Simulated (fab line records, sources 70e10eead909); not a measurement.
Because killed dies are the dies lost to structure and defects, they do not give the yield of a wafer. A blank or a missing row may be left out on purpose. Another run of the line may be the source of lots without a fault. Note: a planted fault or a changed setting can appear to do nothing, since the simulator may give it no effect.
fab line records || flow nandHarc
[record] {"lots": 6, "wafers": 18, "lastDay": 32}
route steps=1302 shown A_ONON_D1@424
lots untouched by any fault: they come from a run of this same line in which no faults occurred
startH: hours from the record's first day to the start of the lot's first wafer shown || waitH: hours elapsed since this lot's preceding step || " same as the row above || L1.1+2: one row covering several wafers at once || - no value, or no start was given || * or withheld: withheld || < > ~ a bound
route shown NAME@n: NAME is a module with steps in the file, n the number in the route of the first one || usual: mean and standard deviation over wafers with no fault || same: alike in all rows || chamber/n: place in a boat || sites: each site's reading || _std_site: standard deviation across them || _edge_site: the outer-site mean with the inner-site mean subtracted || radiusMm: how far each site lies from the wafer's centre || mask NAME#n: copy n || behind: tool/chamber where the wafer was last shaped || hold: why the lot was held/for how many hours/how that ended || device: transistor that didn't switch, given as n, p or np || end of line: the same wafers' tests at the end of the route || a step with no rows: only its recipe || killed: dies that structure and defects cost at the first sort, which is not the same as the wafer's yield || map: a wafer's dies, marking killed ones x, the rest . and places with no die _
set.NAME: the run value of the setting; set.NAME@STEP: its run value at that earlier step || model.NAME: the simulator's own value behind a step, which no gauge read
lots seen at some steps along the route; tables by step, rows by wafer
services: when a tool's chamber went out of use (startH, in hours from the record's first day, below 0 if earlier), for how many hours, and the reason
[[steps]]
[step NHARC_A_ONON_D1_DEP_00]
[recipe] {"targetThkA": 10000, "n2FlowSccm": 2750, "n2oFlowSccm": 2000, "nh3FlowSccm": 500, "sih4FlowSccm": 210, "tempC": 400}
[step NHARC_A_ONON_D1_THK_MEAS_02]
[recipe] {"thkMeasGauge": "ellipsometry"}
[usual] {"thkNm": "1002/11"}
{"lot.wafer": "L684.2", "tool": "filmMetro-02", "chamber": "-", "startH": 189.44, "waitH": "-", "thkNm": 984}
{"lot.wafer": "L684.3", "tool": "filmMetro-02", "chamber": "-", "startH": 189.44, "waitH": "-", "thkNm": 985}
{"lot.wafer": "L684.4", "tool": "filmMetro-02", "chamber": "-", "startH": 189.44, "waitH": "-", "thkNm": 985}
{"lot.wafer": "L689.1", "tool": "filmMetro-02", "chamber": "-", "startH": 243.39, "waitH": "-", "thkNm": 1001}
{"lot.wafer": "L689.4", "tool": "filmMetro-02", "chamber": "-", "startH": 243.39, "waitH": "-", "thkNm": 1001}
{"lot.wafer": "L689.5", "tool": "filmMetro-02", "chamber": "-", "startH": 243.39, "waitH": "-", "thkNm": 1001}
{"lot.wafer": "L690.2", "tool": "filmMetro-01", "chamber": "-", "startH": 249.39, "waitH": "-", "thkNm": 1002}
{"lot.wafer": "L690.3", "tool": "filmMetro-01", "chamber": "-", "startH": 249.39, "waitH": "-", "thkNm": 1002}
{"lot.wafer": "L690.5", "tool": "filmMetro-01", "chamber": "-", "startH": 249.39, "waitH": "-", "thkNm": 1003}
{"lot.wafer": "L698.1", "tool": "filmMetro-01", "chamber": "-", "startH": 337.66, "waitH": "-", "thkNm": 1006}
{"lot.wafer": "L698.4", "tool": "filmMetro-01", "chamber": "-", "startH": 337.66, "waitH": "-", "thkNm": 1007}
{"lot.wafer": "L698.6", "tool": "filmMetro-01", "chamber": "-", "startH": 337.66, "waitH": "-", "thkNm": 1009}
{"lot.wafer": "L699.2", "tool": "filmMetro-02", "chamber": "-", "startH": 337.66, "waitH": "-", "thkNm": 980}
{"lot.wafer": "L699.5", "tool": "filmMetro-02", "chamber": "-", "startH": 337.66, "waitH": "-", "thkNm": 981}
{"lot.wafer": "L699.6", "tool": "filmMetro-02", "chamber": "-", "startH": 337.66, "waitH": "-", "thkNm": 980}
{"lot.wafer": "L701.2", "tool": "filmMetro-02", "chamber": "-", "startH": 360.22, "waitH": "-", "thkNm": 998}
{"lot.wafer": "L701.3", "tool": "filmMetro-02", "chamber": "-", "startH": 360.22, "waitH": "-", "thkNm": 998}
{"lot.wafer": "L701.6", "tool": "filmMetro-02", "chamber": "-", "startH": 360.22, "waitH": "-", "thkNm": 997}
[step NHARC_A_ONON_D1_DEP_03]
[recipe] {"targetThkA": 10000, "n2FlowSccm": 2750, "n2oFlowSccm": 2000, "nh3FlowSccm": 500, "sih4FlowSccm": 210, "tempC": 400}
[step NHARC_A_ONON_D1_THK_MEAS_05]
[recipe] {"thkMeasGauge": "ellipsometry"}
[usual] {"thkNm": "1002/9.1"}
{"lot.wafer": "L684.2", "tool": "filmMetro-01", "chamber": "-", "startH": 190.02, "waitH": "-", "thkNm": 1010}
{"lot.wafer": "L684.3", "tool": "filmMetro-01", "chamber": "-", "startH": 190.02, "waitH": "-", "thkNm": 1007}
{"lot.wafer": "L684.4", "tool": "filmMetro-01", "chamber": "-", "startH": 190.02, "waitH": "-", "thkNm": 1006}
{"lot.wafer": "L689.1", "tool": "filmMetro-02", "chamber": "-", "startH": 243.95, "waitH": "-", "thkNm": 1004}
{"lot.wafer": "L689.4", "tool": "filmMetro-02", "chamber": "-", "startH": 243.95, "waitH": "-", "thkNm": 1005}
{"lot.wafer": "L689.5", "tool": "filmMetro-02", "chamber": "-", "startH": 243.95, "waitH": "-", "thkNm": 1005}
{"lot.wafer": "L690.2", "tool": "filmMetro-02", "chamber": "-", "startH": 249.96, "waitH": "-", "thkNm": 1010}
{"lot.wafer": "L690.3", "tool": "filmMetro-02", "chamber": "-", "startH": 249.96, "waitH": "-", "thkNm": 1008}
{"lot.wafer": "L690.5", "tool": "filmMetro-02", "chamber": "-", "startH": 249.96, "waitH": "-", "thkNm": 1009}
{"lot.wafer": "L698.1", "tool": "filmMetro-02", "chamber": "-", "startH": 338.22, "waitH": "-", "thkNm": 1000}
{"lot.wafer": "L698.4", "tool": "filmMetro-02", "chamber": "-", "startH": 338.22, "waitH": "-", "thkNm": 999}
{"lot.wafer": "L698.6", "tool": "filmMetro-02", "chamber": "-", "startH": 338.22, "waitH": "-", "thkNm": 1000}
{"lot.wafer": "L699.2", "tool": "filmMetro-01", "chamber": "-", "startH": 338.23, "waitH": "-", "thkNm": 1015}
{"lot.wafer": "L699.5", "tool": "filmMetro-01", "chamber": "-", "startH": 338.23, "waitH": "-", "thkNm": 1016}
{"lot.wafer": "L699.6", "tool": "filmMetro-01", "chamber": "-", "startH": 338.23, "waitH": "-", "thkNm": 1015}
{"lot.wafer": "L701.2", "tool": "filmMetro-01", "chamber": "-", "startH": 360.79, "waitH": "-", "thkNm": 1015}
{"lot.wafer": "L701.3", "tool": "filmMetro-01", "chamber": "-", "startH": 360.79, "waitH": "-", "thkNm": 1015}
{"lot.wafer": "L701.6", "tool": "filmMetro-01", "chamber": "-", "startH": 360.79, "waitH": "-", "thkNm": 1017}
[step NHARC_A_ONON_D1_DEP_06]
[recipe] {"targetThkA": 10000, "n2FlowSccm": 2750, "n2oFlowSccm": 2000, "nh3FlowSccm": 500, "sih4FlowSccm": 210, "tempC": 400}
[step NHARC_A_ONON_D1_THK_MEAS_08]
[recipe] {"thkMeasGauge": "ellipsometry"}
[usual] {"thkNm": "996/12"}
{"lot.wafer": "L684.2", "tool": "filmMetro-02", "chamber": "-", "startH": 190.58, "waitH": "-", "thkNm": 991}
{"lot.wafer": "L684.3", "tool": "filmMetro-02", "chamber": "-", "startH": 190.58, "waitH": "-", "thkNm": 992}
{"lot.wafer": "L684.4", "tool": "filmMetro-02", "chamber": "-", "startH": 190.58, "waitH": "-", "thkNm": 993}
{"lot.wafer": "L689.1", "tool": "filmMetro-01", "chamber": "-", "startH": 244.52, "waitH": "-", "thkNm": 991}
{"lot.wafer": "L689.4", "tool": "filmMetro-01", "chamber": "-", "startH": 244.52, "waitH": "-", "thkNm": 994}
{"lot.wafer": "L689.5", "tool": "filmMetro-01", "chamber": "-", "startH": 244.52, "waitH": "-", "thkNm": 993}
{"lot.wafer": "L690.2", "tool": "filmMetro-02", "chamber": "-", "startH": 250.52, "waitH": "-", "thkNm": 1010}
{"lot.wafer": "L690.3", "tool": "filmMetro-02", "chamber": "-", "startH": 250.52, "waitH": "-", "thkNm": 1012}
{"lot.wafer": "L690.5", "tool": "filmMetro-02", "chamber": "-", "startH": 250.52, "waitH": "-", "thkNm": 1012}
{"lot.wafer": "L698.1", "tool": "filmMetro-02", "chamber": "-", "startH": 338.78, "waitH": "-", "thkNm": 985}
{"lot.wafer": "L698.4", "tool": "filmMetro-02", "chamber": "-", "startH": 338.78, "waitH": "-", "thkNm": 983}
{"lot.wafer": "L698.6", "tool": "filmMetro-02", "chamber": "-", "startH": 338.78, "waitH": "-", "thkNm": 982}
{"lot.wafer": "L699.2", "tool": "filmMetro-02", "chamber": "-", "startH": 338.83, "waitH": "-", "thkNm": 994}
{"lot.wafer": "L699.5", "tool": "filmMetro-02", "chamber": "-", "startH": 338.83, "waitH": "-", "thkNm": 994}
{"lot.wafer": "L699.6", "tool": "filmMetro-02", "chamber": "-", "startH": 338.83, "waitH": "-", "thkNm": 995}
{"lot.wafer": "L701.2", "tool": "filmMetro-01", "chamber": "-", "startH": 361.36, "waitH": "-", "thkNm": 983}
{"lot.wafer": "L701.3", "tool": "filmMetro-01", "chamber": "-", "startH": 361.36, "waitH": "-", "thkNm": 983}
{"lot.wafer": "L701.6", "tool": "filmMetro-01", "chamber": "-", "startH": 361.36, "waitH": "-", "thkNm": 983}
[step NHARC_A_ONON_D1_DEP_09]
[recipe] {"targetThkA": 10000, "n2FlowSccm": 2750, "n2oFlowSccm": 2000, "nh3FlowSccm": 500, "sih4FlowSccm": 210, "tempC": 400}
[step NHARC_A_ONON_D1_THK_MEAS_11]
[recipe] {"thkMeasGauge": "ellipsometry"}
[usual] {"thkNm": "996/9.8"}
{"lot.wafer": "L684.2", "tool": "filmMetro-01", "chamber": "-", "startH": 191.15, "waitH": "-", "thkNm": 1002}
{"lot.wafer": "L684.3", "tool": "filmMetro-01", "chamber": "-", "startH": 191.15, "waitH": "-", "thkNm": 1002}
{"lot.wafer": "L684.4", "tool": "filmMetro-01", "chamber": "-", "startH": 191.15, "waitH": "-", "thkNm": 999}
{"lot.wafer": "L689.1", "tool": "filmMetro-01", "chamber": "-", "startH": 245.08, "waitH": "-", "thkNm": 996}
{"lot.wafer": "L689.4", "tool": "filmMetro-01", "chamber": "-", "startH": 245.08, "waitH": "-", "thkNm": 1000}
{"lot.wafer": "L689.5", "tool": "filmMetro-01", "chamber": "-", "startH": 245.08, "waitH": "-", "thkNm": 997}
{"lot.wafer": "L690.2", "tool": "filmMetro-02", "chamber": "-", "startH": 251.09, "waitH": "-", "thkNm": 999}
{"lot.wafer": "L690.3", "tool": "filmMetro-02", "chamber": "-", "startH": 251.09, "waitH": "-", "thkNm": 1000}
{"lot.wafer": "L690.5", "tool": "filmMetro-02", "chamber": "-", "startH": 251.09, "waitH": "-", "thkNm": 1000}
{"lot.wafer": "L698.1", "tool": "filmMetro-01", "chamber": "-", "startH": 339.35, "waitH": "-", "thkNm": 978}
{"lot.wafer": "L698.4", "tool": "filmMetro-01", "chamber": "-", "startH": 339.35, "waitH": "-", "thkNm": 978}
{"lot.wafer": "L698.6", "tool": "filmMetro-01", "chamber": "-", "startH": 339.35, "waitH": "-", "thkNm": 980}
{"lot.wafer": "L699.2", "tool": "filmMetro-01", "chamber": "-", "startH": 339.39, "waitH": "-", "thkNm": 993}
{"lot.wafer": "L699.5", "tool": "filmMetro-01", "chamber": "-", "startH": 339.39, "waitH": "-", "thkNm": 994}
{"lot.wafer": "L699.6", "tool": "filmMetro-01", "chamber": "-", "startH": 339.39, "waitH": "-", "thkNm": 994}
{"lot.wafer": "L701.2", "tool": "filmMetro-02", "chamber": "-", "startH": 361.95, "waitH": "-", "thkNm": 982}
{"lot.wafer": "L701.3", "tool": "filmMetro-02", "chamber": "-", "startH": 361.95, "waitH": "-", "thkNm": 983}
{"lot.wafer": "L701.6", "tool": "filmMetro-02", "chamber": "-", "startH": 361.95, "waitH": "-", "thkNm": 980}
[step NHARC_A_ONON_D1_DEP_12]
[recipe] {"targetThkA": 10000, "n2FlowSccm": 2750, "n2oFlowSccm": 2000, "nh3FlowSccm": 500, "sih4FlowSccm": 210, "tempC": 400}
[step NHARC_A_ONON_D1_THK_MEAS_14]
[recipe] {"thkMeasGauge": "ellipsometry"}
[usual] {"thkNm": "1001/9.6"}
{"lot.wafer": "L684.2", "tool": "filmMetro-01", "chamber": "-", "startH": 191.71, "waitH": "-", "thkNm": 1014}
{"lot.wafer": "L684.3", "tool": "filmMetro-01", "chamber": "-", "startH": 191.71, "waitH": "-", "thkNm": 1013}
{"lot.wafer": "L684.4", "tool": "filmMetro-01", "chamber": "-", "startH": 191.71, "waitH": "-", "thkNm": 1013}
{"lot.wafer": "L689.1", "tool": "filmMetro-02", "chamber": "-", "startH": 245.65, "waitH": "-", "thkNm": 997}
{"lot.wafer": "L689.4", "tool": "filmMetro-02", "chamber": "-", "startH": 245.65, "waitH": "-", "thkNm": 996}
{"lot.wafer": "L689.5", "tool": "filmMetro-02", "chamber": "-", "startH": 245.65, "waitH": "-", "thkNm": 998}
{"lot.wafer": "L690.2", "tool": "filmMetro-02", "chamber": "-", "startH": 251.66, "waitH": "-", "thkNm": 1011}
{"lot.wafer": "L690.3", "tool": "filmMetro-02", "chamber": "-", "startH": 251.66, "waitH": "-", "thkNm": 1010}
{"lot.wafer": "L690.5", "tool": "filmMetro-02", "chamber": "-", "startH": 251.66, "waitH": "-", "thkNm": 1010}
{"lot.wafer": "L698.1", "tool": "filmMetro-01", "chamber": "-", "startH": 339.91, "waitH": "-", "thkNm": 1008}
{"lot.wafer": "L698.4", "tool": "filmMetro-01", "chamber": "-", "startH": 339.91, "waitH": "-", "thkNm": 1009}
{"lot.wafer": "L698.6", "tool": "filmMetro-01", "chamber": "-", "startH": 339.91, "waitH": "-", "thkNm": 1009}
{"lot.wafer": "L699.2", "tool": "filmMetro-02", "chamber": "-", "startH": 339.95, "waitH": "-", "thkNm": 1002}
{"lot.wafer": "L699.5", "tool": "filmMetro-02", "chamber": "-", "startH": 339.95, "waitH": "-", "thkNm": 1003}
{"lot.wafer": "L699.6", "tool": "filmMetro-02", "chamber": "-", "startH": 339.95, "waitH": "-", "thkNm": 1002}
{"lot.wafer": "L701.2", "tool": "filmMetro-02", "chamber": "-", "startH": 362.51, "waitH": "-", "thkNm": 1007}
{"lot.wafer": "L701.3", "tool": "filmMetro-02", "chamber": "-", "startH": 362.51, "waitH": "-", "thkNm": 1006}
{"lot.wafer": "L701.6", "tool": "filmMetro-02", "chamber": "-", "startH": 362.51, "waitH": "-", "thkNm": 1009}
[step NHARC_A_ONON_D1_ANNEAL_15]
[recipe] {"tempC": 750, "timeS": 3600}
[step NHARC_A_ONON_D1_DEP_16]
[recipe] {"targetThkA": 10000, "n2FlowSccm": 2750, "n2oFlowSccm": 2000, "nh3FlowSccm": 500, "sih4FlowSccm": 210, "tempC": 400}
{"lot.wafer": "L684.2+3+4", "tool": "pecvdOnon-02", "chamber": 0, "startH": 199.02, "waitH": 0.1}
{"lot.wafer": "L689.1+4+5", "tool": "pecvdOnon-02", "chamber": 0, "startH": 252.85, "waitH": 0.1}
{"lot.wafer": "L690.2+3+5", "tool": "pecvdOnon-03", "chamber": 0, "startH": 259.28, "waitH": 0.1}
{"lot.wafer": "L698.1+4+6", "tool": "pecvdOnon-03", "chamber": 0, "startH": 348.83, "waitH": 0.1}
{"lot.wafer": "L699.2+5+6", "tool": "pecvdOnon-02", "chamber": 0, "startH": 348.89, "waitH": 0.1}
{"lot.wafer": "L701.2+3+6", "tool": "pecvdOnon-03", "chamber": 0, "startH": 369.66, "waitH": 0.1}
[step NHARC_A_ONON_D1_THK_MEAS_18]
[recipe] {"thkMeasGauge": "ellipsometry"}
[usual] {"thkNm": "997/9.4"}
{"lot.wafer": "L684.2", "tool": "filmMetro-02", "chamber": "-", "startH": 199.48, "waitH": "-", "thkNm": 988}
{"lot.wafer": "L684.3", "tool": "filmMetro-02", "chamber": "-", "startH": 199.48, "waitH": "-", "thkNm": 984}
{"lot.wafer": "L684.4", "tool": "filmMetro-02", "chamber": "-", "startH": 199.48, "waitH": "-", "thkNm": 988}
{"lot.wafer": "L689.1", "tool": "filmMetro-01", "chamber": "-", "startH": 253.37, "waitH": "-", "thkNm": 1002}
{"lot.wafer": "L689.4", "tool": "filmMetro-01", "chamber": "-", "startH": 253.37, "waitH": "-", "thkNm": 1000}
{"lot.wafer": "L689.5", "tool": "filmMetro-01", "chamber": "-", "startH": 253.37, "waitH": "-", "thkNm": 999}
{"lot.wafer": "L690.2", "tool": "filmMetro-02", "chamber": "-", "startH": 259.73, "waitH": "-", "thkNm": 998}
{"lot.wafer": "L690.3", "tool": "filmMetro-02", "chamber": "-", "startH": 259.73, "waitH": "-", "thkNm": 997}
{"lot.wafer": "L690.5", "tool": "filmMetro-02", "chamber": "-", "startH": 259.73, "waitH": "-", "thkNm": 998}
{"lot.wafer": "L699.2", "tool": "filmMetro-01", "chamber": "-", "startH": 349.34, "waitH": "-", "thkNm": 997}
{"lot.wafer": "L699.5", "tool": "filmMetro-01", "chamber": "-", "startH": 349.34, "waitH": "-", "thkNm": 1000}
{"lot.wafer": "L699.6", "tool": "filmMetro-01", "chamber": "-", "startH": 349.34, "waitH": "-", "thkNm": 998}
{"lot.wafer": "L698.1", "tool": "filmMetro-02", "chamber": "-", "startH": 349.34, "waitH": "-", "thkNm": 1038}
{"lot.wafer": "L698.4", "tool": "filmMetro-02", "chamber": "-", "startH": 349.34, "waitH": "-", "thkNm": 1039}
{"lot.wafer": "L698.6", "tool": "filmMetro-02", "chamber": "-", "startH": 349.34, "waitH": "-", "thkNm": 990}
{"lot.wafer": "L701.2", "tool": "filmMetro-01", "chamber": "-", "startH": 370.12, "waitH": "-", "thkNm": 1054}
{"lot.wafer": "L701.3", "tool": "filmMetro-01", "chamber": "-", "startH": 370.12, "waitH": "-", "thkNm": 1008}
{"lot.wafer": "L701.6", "tool": "filmMetro-01", "chamber": "-", "startH": 370.12, "waitH": "-", "thkNm": 1007}
[step NHARC_A_ONON_D1_DEP_19]
[recipe] {"targetThkA": 10000, "n2FlowSccm": 2750, "n2oFlowSccm": 2000, "nh3FlowSccm": 500, "sih4FlowSccm": 210, "tempC": 400}
[[services]]
{"tool": "pecvdOnon-02", "chamber": "-", "startH": 185.32, "hours": 13.0, "kind": "pm"}
{"tool": "pecvdOnon-03", "chamber": "-", "startH": 227.00, "hours": 13.0, "kind": "pm"}
{"tool": "pecvdOnon-02", "chamber": "-", "startH": 366.32, "hours": 13.0, "kind": "pm"}
[[key]]
[firstSign] {"step": "NHARC_A_ONON_D1_THK_MEAS_18", "reading": "thkNm", "direction": "up", "sigmas": 5, "usual": 997, "struck": 1044}
effect none on later readings
metAt NHARC_A_ONON_D1_DEP_16
struckWafers L698.1,L698.4,L701.2
sortLeftOut L698.1,L698.4,L701.2
testerLeftOut L698,L701
onsetBetween 259.28 348.83
[fault] {"kind": "processParameterDrift", "tool": "pecvdOnon-03", "chamber": "-", "onsetH": 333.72, "steps": "NHARC_A_ONON_D1_DEP_16", "channel": "targetThkA", "offset": "*", "shape": "step", "endH": 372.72, "scope": "struckWafersOnly", "actsIn": "*", "stated": "*"}
// testerLeftOut: of these lots the tester's yield and bins aren't shown, on N5 and GAA mostly nor the transistor test; their killed dies are dies lost to structure and defects alone, not to doping, threshold or leakage, so they don't give the yield
// sortLeftOut: the simulated sort isn't trusted on such a fault, so these wafers' sort isn't shown, and their yield isn't known
